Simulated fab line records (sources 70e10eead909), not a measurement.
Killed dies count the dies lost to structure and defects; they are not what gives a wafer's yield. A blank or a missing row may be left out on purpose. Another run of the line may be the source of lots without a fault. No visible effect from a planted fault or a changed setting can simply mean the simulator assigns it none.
Matching of chambers || flow nand harc || ald hk-04 running NHARC_A_CHANNEL_FILL_D1_ALD_16: 4 sister chambers
The step deposits SiO2, target thk 1.5 nm, pulse time 10 s, ald cycles 15. 22 wafers are shown with their chamber, then 11 later ones without.

## WAFERS WITH THEIR CHAMBER
{"wafer": "L074.1", "chamber": 2, "heater power w (W)": 474, "precursor pulse height rel": 0.959}
{"wafer": "L074.2", "chamber": 1, "heater power w (W)": 470, "precursor pulse height rel": 1.003}
{"wafer": "L074.3", "chamber": 0, "heater power w (W)": 459, "precursor pulse height rel": 1.015}
{"wafer": "L076.2", "chamber": 1, "heater power w (W)": 464, "precursor pulse height rel": 0.938}
{"wafer": "L076.5", "chamber": 0, "heater power w (W)": 453, "precursor pulse height rel": 0.977}
{"wafer": "L076.6", "chamber": 3, "heater power w (W)": 452, "precursor pulse height rel": 0.989}
{"wafer": "L078.2", "chamber": 3, "heater power w (W)": 459, "precursor pulse height rel": 0.998}
{"wafer": "L078.5", "chamber": 0, "heater power w (W)": 461, "precursor pulse height rel": 1.002}
{"wafer": "L078.6", "chamber": 3, "heater power w (W)": 457, "precursor pulse height rel": 0.961}
{"wafer": "L079.1", "chamber": 1, "heater power w (W)": 461, "precursor pulse height rel": 0.993}
{"wafer": "L079.4", "chamber": 0, "heater power w (W)": 454, "precursor pulse height rel": 0.999}
{"wafer": "L079.6", "chamber": 0, "heater power w (W)": 452, "precursor pulse height rel": 1.032}
{"wafer": "L081.1", "chamber": 0, "heater power w (W)": 454, "precursor pulse height rel": 1.011}
{"wafer": "L081.2", "chamber": 1, "heater power w (W)": 471, "precursor pulse height rel": 0.988}
{"wafer": "L081.5", "chamber": 1, "heater power w (W)": 456, "precursor pulse height rel": 0.981}
{"wafer": "L084.4", "chamber": 1, "heater power w (W)": 466, "precursor pulse height rel": 0.974}
{"wafer": "L084.5", "chamber": 2, "heater power w (W)": 472, "precursor pulse height rel": 1.003}
{"wafer": "L084.6", "chamber": 3, "heater power w (W)": 456, "precursor pulse height rel": 0.977}
{"wafer": "L083.1", "chamber": 2, "heater power w (W)": 463, "precursor pulse height rel": 0.981}
{"wafer": "L083.2", "chamber": 1, "heater power w (W)": 475, "precursor pulse height rel": 0.990}
{"wafer": "L083.5", "chamber": 2, "heater power w (W)": 473, "precursor pulse height rel": 1.013}
{"wafer": "L082.1", "chamber": 1, "heater power w (W)": 465, "precursor pulse height rel": 0.973}

SIGNATURES (means of the wafers above)
{"reading": "heater power w", "chamber 0": 455.50, "chamber 1": 466.00, "chamber 2": 470.50, "chamber 3": 456.00, "scatter within a chamber": 4.83}
{"reading": "precursor pulse height rel", "chamber 0": 1.00600, "chamber 1": 0.98000, "chamber 2": 0.98900, "chamber 3": 0.98125, "scatter within a chamber": 0.0196}
Rule: a wafer's distance from a chamber is the root of the sum, over the readings, of the square of ((its reading less the chamber's mean) divided by the reading's scatter). If the next closest chamber is less than 2 further off than the closest, the wafer can't be placed; otherwise it belongs to the closest. The scatter: take each reading less its chamber's mean, square it, sum over the shown wafers, divide by the number of wafers less the number of chambers, and take the root.

## WAFERS MISSING THEIR CHAMBER
{"wafer": "L082.2", "heater power w (W)": 455, "precursor pulse height rel": 0.989}
{"wafer": "L082.5", "heater power w (W)": 445, "precursor pulse height rel": 0.987}
{"wafer": "L090.1", "heater power w (W)": 470, "precursor pulse height rel": 0.977}
{"wafer": "L090.4", "heater power w (W)": 458, "precursor pulse height rel": 0.967}
{"wafer": "L090.6", "heater power w (W)": 460, "precursor pulse height rel": 0.955}
{"wafer": "L091.1", "heater power w (W)": 468, "precursor pulse height rel": 0.995}
{"wafer": "L091.2", "heater power w (W)": 459, "precursor pulse height rel": 0.978}
{"wafer": "L091.3", "heater power w (W)": 463, "precursor pulse height rel": 0.987}
{"wafer": "L094.2", "heater power w (W)": 464, "precursor pulse height rel": 0.983}
{"wafer": "L094.4", "heater power w (W)": 447, "precursor pulse height rel": 1.008}
{"wafer": "L094.5", "heater power w (W)": 454, "precursor pulse height rel": 0.968}

## THE CHAMBER EACH PASSED THROUGH
{"wafer": "L082.2", "from the rows above": "can't be placed: 3 or 0 or 1", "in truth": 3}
{"wafer": "L082.5", "from the rows above": "can't be placed: 3 or 0", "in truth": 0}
{"wafer": "L090.1", "from the rows above": "can't be placed: 2 or 1", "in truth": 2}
{"wafer": "L090.4", "from the rows above": "can't be placed: 3 or 1 or 0 or 2", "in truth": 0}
{"wafer": "L090.6", "from the rows above": "can't be placed: 3 or 1 or 0 or 2", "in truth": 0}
{"wafer": "L091.1", "from the rows above": "can't be placed: 2 or 1 or 3", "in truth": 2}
{"wafer": "L091.2", "from the rows above": "can't be placed: 3 or 1 or 0 or 2", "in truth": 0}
{"wafer": "L091.3", "from the rows above": "can't be placed: 1 or 3 or 2 or 0", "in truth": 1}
{"wafer": "L094.2", "from the rows above": "can't be placed: 1 or 2 or 3 or 0", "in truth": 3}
{"wafer": "L094.4", "from the rows above": "can't be placed: 0 or 3", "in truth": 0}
{"wafer": "L094.5", "from the rows above": "can't be placed: 3 or 0 or 1", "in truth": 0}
Correct placement for 0 of the 11. These rows do not allow placing 11 (true chamber among the candidates in 11). Number placed wrongly: 0.
